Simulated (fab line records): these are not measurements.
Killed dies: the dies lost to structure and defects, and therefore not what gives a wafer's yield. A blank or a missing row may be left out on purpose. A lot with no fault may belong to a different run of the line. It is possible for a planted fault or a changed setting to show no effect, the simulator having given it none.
Which tool is to blame? | flow n5-finfet | 10 lots with 27 wafers sampled at 5 steps, on a route of 1938 steps

WHAT THE GAUGES READ, wafer by wafer
The record holds no reading of a measuring or inspecting step that can be judged against a usual standard deviation.

EACH LOT AND THE TOOL THAT RAN IT (in order: tool; ch and the chambers of the sampled wafers; start)
lot  | N5_BEOL_M2_CVD_47                | N5_PASSIVATION_DESCUM_12           | N5_PASSIVATION_PASS_ETCH_74        | N5_PASSIVATION_STRIP_34            | N5_PASSIVATION_PROBE_49
L301 | cvd-co-01 ch 0,1,2, day 7 20:04  | rie-diel-04 ch 2,3, day 13 22:11   | rie-diel-04 ch 2,3, day 13 22:15   | rie-diel-02 ch 0,1, day 14 00:38   | -
L303 | cvd-co-02 ch 0,2, day 8 11:58    | rie-diel-01 ch 0,2,3, day 14 12:20 | rie-diel-01 ch 0,2,3, day 14 12:24 | rie-diel-06 ch 1,3, day 14 14:50   | -
L302 | cvd-co-02 ch 2, day 8 22:59      | rie-diel-03 ch 1, day 14 01:03     | rie-diel-03 ch 1, day 14 01:07     | rie-diel-05 ch 1,3, day 14 04:17   | -
L304 | cvd-co-01 ch 0,1, day 9 05:29    | rie-diel-01 ch 0,3, day 14 16:55   | rie-diel-01 ch 0,3, day 14 16:58   | rie-diel-06 ch 0,1, day 14 19:56   | -
L305 | cvd-co-02 ch 1,2, day 9 10:07    | rie-diel-01 ch 2,3, day 14 16:23   | rie-diel-01 ch 2,3, day 14 16:28   | rie-diel-05 ch 1,2, day 14 19:01   | prober-02, day 14 23:22
L306 | cvd-co-02 ch 0,1, day 9 10:11    | rie-diel-01 ch 0,3, day 14 22:36   | rie-diel-01 ch 0,3, day 14 22:40   | rie-diel-02 ch 0,1,2, day 15 01:01 | -
L307 | cvd-co-02 ch 0,1, day 9 10:53    | rie-diel-04 ch 0,1,2, day 15 06:38 | rie-diel-04 ch 0,1,2, day 15 06:42 | rie-diel-06 ch 1,3, day 15 08:47   | prober-01, day 15 13:21
L312 | cvd-co-02 ch 0,1,2, day 10 09:51 | rie-diel-01 ch 0,2,3, day 15 22:49 | rie-diel-01 ch 0,2,3, day 15 22:53 | rie-diel-02 ch 1,3, day 16 01:35   | prober-02, day 16 05:58
L310 | cvd-co-01 ch 1,2, day 10 10:05   | rie-diel-01 ch 2,3, day 16 12:43   | rie-diel-01 ch 2,3, day 16 12:47   | rie-diel-02 ch 2,3, day 16 15:07   | prober-02, day 16 19:23
L319 | cvd-co-01 ch 0,1,2, day 12 08:37 | rie-diel-03 ch 1,2, day 19 00:12   | rie-diel-03 ch 1,2, day 19 00:16   | rie-diel-06 ch 0,2,3, day 19 02:55 | -
- N5_BEOL_M2_CVD_47: deposits Co from CCTBA/H2, target thk 3 nm, time 223.8 s.
- N5_PASSIVATION_DESCUM_12: chemistry O2, time 7.9 s.
- N5_PASSIVATION_PASS_ETCH_74: etches SiNx in CF4/O2, target depth 220 nm, time 110 s.
- N5_PASSIVATION_STRIP_34: strips in O2.
- N5_PASSIVATION_PROBE_49

WHAT THE TOOLS THEMSELVES READ (means of the sampled wafers that have a number; where no wafer has one, the mark that the record gives instead)
N5_PASSIVATION_DESCUM_12. Usual: chamber-pressure-mTorr 20.003 mTorr (standard deviation 0.023); drypump-motor-current-A 5.8 A (standard deviation 0.51); oes-product-au 0.76 a.u. (standard deviation 0.09); rf-fwd-power-W 49.68 W (standard deviation 0.15); rf-vpp-V 243.0 V (standard deviation 1.4); showerhead-plenum-p-Torr 2.08 Torr (standard deviation 0.069); throttle-valve-pct 20.5 % (standard deviation 0.31).
lot  | tool        | chamber-pressure-mTorr (mTorr) | drypump-motor-current-A (A) | oes-product-au (a.u.) | rf-fwd-power-W (W) | rf-vpp-V (V) | showerhead-plenum-p-Torr (Torr) | throttle-valve-pct (%) | flag
L301 | rie-diel-04 | 19.995                         | 5.7                         | 0.77                  | 49.75              | 241.9        | 2.05                            | 20.4                   |
L303 | rie-diel-01 | 19.999                         | 6.0                         | 0.77                  | 49.64              | 244.4        | 2.12                            | 20.3                   |
L302 | rie-diel-03 | 20.002                         | 6.1                         | 0.70                  | 49.73              | 242.9        | 2.17                            | 20.8                   |
L304 | rie-diel-01 | 20.008                         | 6.2                         | 0.76                  | 49.49              | 242.8        | 2.13                            | 20.2                   |
L305 | rie-diel-01 | 20.026                         | 6.0                         | 0.72                  | 49.65              | 243.7        | 2.16                            | 20.5                   |
L306 | rie-diel-01 | 20.012                         | 6.2                         | 0.76                  | 49.64              | 242.8        | 2.13                            | 20.2                   |
L307 | rie-diel-04 | 20.012                         | 5.7                         | 0.87                  | 49.50              | 242.4        | 2.06                            | 20.3                   |
L312 | rie-diel-01 | 20.003                         | 6.0                         | 0.75                  | 49.75              | 243.8        | 2.11                            | 20.3                   |
L310 | rie-diel-01 | 19.992                         | 6.0                         | 0.70                  | 49.77              | 243.8        | 2.15                            | 20.5                   |
L319 | rie-diel-03 | 20.014                         | 5.2                         | 0.78                  | 49.67              | 244.6        | 2.16                            | 20.8                   |

N5_PASSIVATION_PASS_ETCH_74. Usual: cf4-flow-sccm 100.0 sccm, standard deviation 0.31; chamber-pressure-mTorr 40.00 mTorr, standard deviation 0.042; drypump-motor-current-A 5.8 A, standard deviation 0.51; oes_ar_750_au 0.77 a.u., standard deviation 0.08; oes-product-au 0.76 a.u., standard deviation 0.086; rf-fwd-power-W 532.4 W, standard deviation 1.7; rf-vpp-V 242 V, standard deviation 3.9; showerhead-plenum-p-Torr 2.19 Torr, standard deviation 0.066; throttle-valve-pct 16.1 %, standard deviation 0.3.
lot  | tool        | cf4-flow-sccm (sccm) | chamber-pressure-mTorr (mTorr) | drypump-motor-current-A (A) | oes_ar_750_au (a.u.) | oes-product-au (a.u.) | rf-fwd-power-W (W) | rf-vpp-V (V) | showerhead-plenum-p-Torr (Torr) | throttle-valve-pct (%) | flag
L301 | rie-diel-04 | 100.1                | 40.00                          | 5.7                         | 0.77                 | 0.76                  | 531.3              | 244          | 2.17                            | 16.1                   |
L303 | rie-diel-01 | 99.8                 | 40.03                          | 6.0                         | 0.77                 | 0.77                  | 532.3              | 241          | 2.23                            | 15.9                   |
L302 | rie-diel-03 | 100.4                | 39.96                          | 6.1                         | 0.70                 | 0.69                  | 533.1              | 248          | 2.26                            | 16.2                   |
L304 | rie-diel-01 | 100.0                | 39.98                          | 6.2                         | 0.76                 | 0.77                  | 531.4              | 243          | 2.24                            | 15.8                   |
L305 | rie-diel-01 | 99.7                 | 39.94                          | 6.0                         | 0.73                 | 0.73                  | 534.0              | 238          | 2.27                            | 16.1                   |
L306 | rie-diel-01 | 99.9                 | 40.03                          | 6.2                         | 0.76                 | 0.76                  | 531.5              | 242          | 2.24                            | 15.8                   |
L307 | rie-diel-04 | 100.0                | 39.97                          | 5.8                         | 0.86                 | 0.87                  | 532.7              | 243          | 2.18                            | 15.9                   |
L312 | rie-diel-01 | 99.8                 | 40.00                          | 6.0                         | 0.76                 | 0.75                  | 531.6              | 240          | 2.23                            | 15.9                   |
L310 | rie-diel-01 | 99.8                 | 40.05                          | 6.0                         | 0.73                 | 0.72                  | 531.8              | 238          | 2.26                            | 16.1                   |
L319 | rie-diel-03 | 100.2                | 39.98                          | 5.2                         | 0.78                 | 0.77                  | 533.2              | 243          | 2.26                            | 16.3                   |

N5_PASSIVATION_STRIP_34. Usual: chamber-pressure-mTorr 30.00 mTorr, standard deviation 0.089; drypump-motor-current-A 5.7 A, standard deviation 0.43; oes-product-au 0.81 a.u., standard deviation 0.087; rf-vpp-V 4.0 V, standard deviation 1.7; showerhead-plenum-p-Torr 2.10 Torr, standard deviation 0.041; throttle-valve-pct 16.64 %, standard deviation 0.22.
lot  | tool        | chamber-pressure-mTorr (mTorr) | drypump-motor-current-A (A) | oes-product-au (a.u.) | rf-vpp-V (V) | showerhead-plenum-p-Torr (Torr) | throttle-valve-pct (%) | flag
L301 | rie-diel-02 | 29.99                          | 5.0                         | 0.93                  | 4.2          | 2.09                            | 16.48                  |
L303 | rie-diel-06 | 29.95                          | 5.8                         | 0.72                  | 4.4          | 2.09                            | 16.74                  |
L302 | rie-diel-05 | 30.02                          | 5.3                         | 0.75                  | 5.1          | 2.08                            | 16.75                  |
L304 | rie-diel-06 | 30.02                          | 5.7                         | 0.80                  | 3.1          | 2.10                            | 16.46                  |
L305 | rie-diel-05 | 29.96                          | 5.5                         | 0.81                  | 3.5          | 2.06                            | 16.66                  |
L306 | rie-diel-02 | 29.93                          | 5.3                         | 0.86                  | 4.8          | 2.10                            | 16.57                  |
L307 | rie-diel-06 | 29.96                          | 5.8                         | 0.71                  | 3.7          | 2.08                            | 16.77                  |
L312 | rie-diel-02 | 29.90                          | 5.4                         | 0.87                  | 3.2          | 2.11                            | 16.45                  |
L310 | rie-diel-02 | 30.04                          | 6.1                         | 0.79                  | 3.5          | 2.16                            | 16.69                  |
L319 | rie-diel-06 | 29.98                          | 6.0                         | 0.89                  | 4.0          | 2.07                            | 16.57                  |

N5_PASSIVATION_PROBE_49. Usual: defect-limited-yield 91.6 %, standard deviation 1.4; killed_at_M0_to_M3 33, standard deviation 10; killed_at_M4_up 13, standard deviation 5.3; killed-at-contacts 13, standard deviation 5.9; killed-at-front-end 36, standard deviation 12; killed-at-other 4, standard deviation 3.1; killed-dies 99, standard deviation 16; killed-on-rim 13, standard deviation 4.2; killed-open 65, standard deviation 13; killed-short 32, standard deviation 7.3; sort_bin_5_function 4.9 %, standard deviation 0.9; sort_bin_6_memory 3.1 %, standard deviation 0.66; sort_bin_8_speed 0.0 %, standard deviation 0.42; sort-n-pass 1081, standard deviation 17; sort-yield-pct 91.6 %, standard deviation 1.4.
lot  | tool      | defect-limited-yield (%) | killed_at_M0_to_M3 | killed_at_M4_up | killed-at-contacts | killed-at-front-end | killed-at-other | killed-dies | killed-on-rim | killed-open | killed-short | sort_bin_5_function (%) | sort_bin_6_memory (%) | sort_bin_8_speed (%) | sort-n-pass | sort-yield-pct (%) | flag
L305 | prober-02 | 92.0                     | 31                 | 9               | 17                 | 35                  | 2               | 94          | 11            | 69          | 24           | 4.7                     | 3.0                   | 0.0                  | 1086        | 92.0               |
L307 | prober-01 | 87.5                     | 84                 | 13              | 12                 | 32                  | 7               | 148         | 23            | 66          | 31           | 7.0                     | 3.8                   | 0.0                  | 1032        | 87.5               | OFF
L312 | prober-02 | 87.8                     | 71                 | 15              | 13                 | 41                  | 3               | 144         | 19            | 72          | 25           | 7.4                     | 3.1                   | 0.0                  | 1036        | 87.8               | OFF
L310 | prober-02 | 89.0                     | 42                 | 11              | 9                  | 62                  | 7               | 130         | 16            | 93          | 37           | 6.5                     | 4.3                   | 0.1                  | 1048        | 88.8               |

THE ANSWER, worked out from the rows above alone
Rule: take the mean of a lot's wafers that have a number; if it is more than 3 standard deviations from the usual mean, the lot is off. A lot without any number at a reading at which 4 lots or more have one is off too. Any other lot the step has rows for is counted as sound. The gauges are gone through in route order, then the tools' own readings, and for those a lot's mean is taken as printed above. At the first step where some lot is off, the reading lying furthest off is the one used; lots without a number count as furthest.
Off at N5_PASSIVATION_PROBE_49 (killed_at_M0_to_M3): L307, L312. Neither off nor sound, because the step has no rows for them: L301, L303, L302, L304, L306, L319.
If a tool, at that step or one of the process steps before it, ran each lot that is off and ran no sound lot following the first of them, it fits. One fits: N5_BEOL_M2_CVD_47 on cvd-co-02. Its last sound lot is L305 (day 9 10:07), its first lot that is off L307 (day 9 10:53): a fault that began between those two fits.

WHAT THE SIMULATOR HAD INSERTED
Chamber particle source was cvd-co-02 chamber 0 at N5_BEOL_M2_CVD_47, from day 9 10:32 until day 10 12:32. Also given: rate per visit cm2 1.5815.
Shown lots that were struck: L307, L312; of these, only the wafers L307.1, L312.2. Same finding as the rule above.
